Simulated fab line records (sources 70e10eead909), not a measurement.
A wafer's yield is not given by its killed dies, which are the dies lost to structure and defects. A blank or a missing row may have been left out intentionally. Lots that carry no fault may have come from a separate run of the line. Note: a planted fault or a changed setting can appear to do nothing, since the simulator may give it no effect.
Which of the tools did it?    flow nand-harc    6 lots, 18 wafers sampled, at 5 steps of a route of 1302

WHAT EACH GAUGE READ, for each wafer
NHARC_A_BONDPAD_THK_MEAS_20: measures by xrf.
lot   measured      on             thk-nm (nm)
L569  day 24 08:54  film-metro-01  172.5 169.0 170.3
L575  day 26 19:43  film-metro-01  400.7 402.3 399.3
L577  day 28 05:46  film-metro-02  167.3 166.0 168.4
L583  day 30 04:07  film-metro-02  170.8 168.6 169.7
L584  day 31 13:08  film-metro-01  171.2 172.7 172.1
L588  day 33 08:47  film-metro-01  170.1 171.2 169.0

WHAT TOOL EACH LOT RAN ON (gives the tool, then ch and the chambers of the sampled wafers, and finally the start)
lot   NHARC_A_M0_PVD_21                        NHARC_A_M1_DESCUM_14                NHARC_A_M1_DEP_33                NHARC_A_BONDPAD_CMP_19
L569  pvd-sputter-01, day 24 01:37 or earlier  rie-diel-12 ch 0,2,3, day 24 01:37  pecvd-02 ch 0,1,2, day 24 04:26  cmp-02 ch 1,2,3, day 24 08:39
L575  pvd-sputter-01, day 26 12:36 or earlier  rie-diel-10 ch 2,3, day 26 12:36    pecvd-03 ch 0,1, day 26 15:23    cmp-02 ch 0,1,3, day 26 19:24
L577  pvd-sputter-01, day 27 22:39 or earlier  rie-diel-12 ch 0,1,2, day 27 22:39  pecvd-01 ch 0,2, day 28 01:23    cmp-02 ch 1,2,3, day 28 05:26
L583  pvd-sputter-01, day 29 20:43 or earlier  rie-diel-12 ch 0,1,3, day 29 20:43  pecvd-01 ch 0,1,2, day 29 23:50  cmp-02 ch 1,2, day 30 03:49
L584  pvd-sputter-03, day 31 06:11 or earlier  rie-diel-10 ch 1,2, day 31 06:11    pecvd-01 ch 0,1,2, day 31 09:01  cmp-04 ch 1,2,3, day 31 12:53
L588  pvd-sputter-02, day 33 01:38 or earlier  rie-diel-10 ch 1,3, day 33 01:38    pecvd-03 ch 0,1, day 33 04:21    cmp-03 ch 0,2, day 33 08:30
- NHARC_A_M0_PVD_21: deposits Cu, target thk 30 nm, time 20.49 s.
- NHARC_A_M1_DESCUM_14: chemistry O2, time 3 s.
- NHARC_A_M1_DEP_33: deposits SiCN, target thk 30 nm.
- NHARC_A_BONDPAD_CMP_19: polishes, t overpolish 30 s, cu recess touch 16 s, target thk 169.82 nm.

THE ANSWER, worked out from the rows above alone
Rule: what is usual is taken from the lots themselves. The widest of any qualifying gaps counts: lots, ordered by their means at a reading, are off when they make up no more than a third of the lots, leave a main group of 4 or more, and stand apart from it by 3 or more times the standard deviation of that group's means. If all means in a main group match to the digits the tables above print for the reading, that group is not used. A lot without any number at a reading at which 4 lots or more have one is off too. Where the step has rows for the other lots, those lots are counted as sound.
Off, at NHARC_A_BONDPAD_THK_MEAS_20 on thk-nm: L575. Main group: mean 169.9 nm, sd 1.6.
If a tool, at a process step before that reading, ran all the lots that are off and no sound lot after the first of them, it fits. Gauges at NHARC_A_BONDPAD_THK_MEAS_20: tried the same way as those tools. NHARC_A_M0_PVD_21: start missing for some lots; hours and lot order therefore follow NHARC_A_M1_DESCUM_14. No candidate that was tried fits.

WHAT HAD BEEN PUT IN BY THE SIMULATOR
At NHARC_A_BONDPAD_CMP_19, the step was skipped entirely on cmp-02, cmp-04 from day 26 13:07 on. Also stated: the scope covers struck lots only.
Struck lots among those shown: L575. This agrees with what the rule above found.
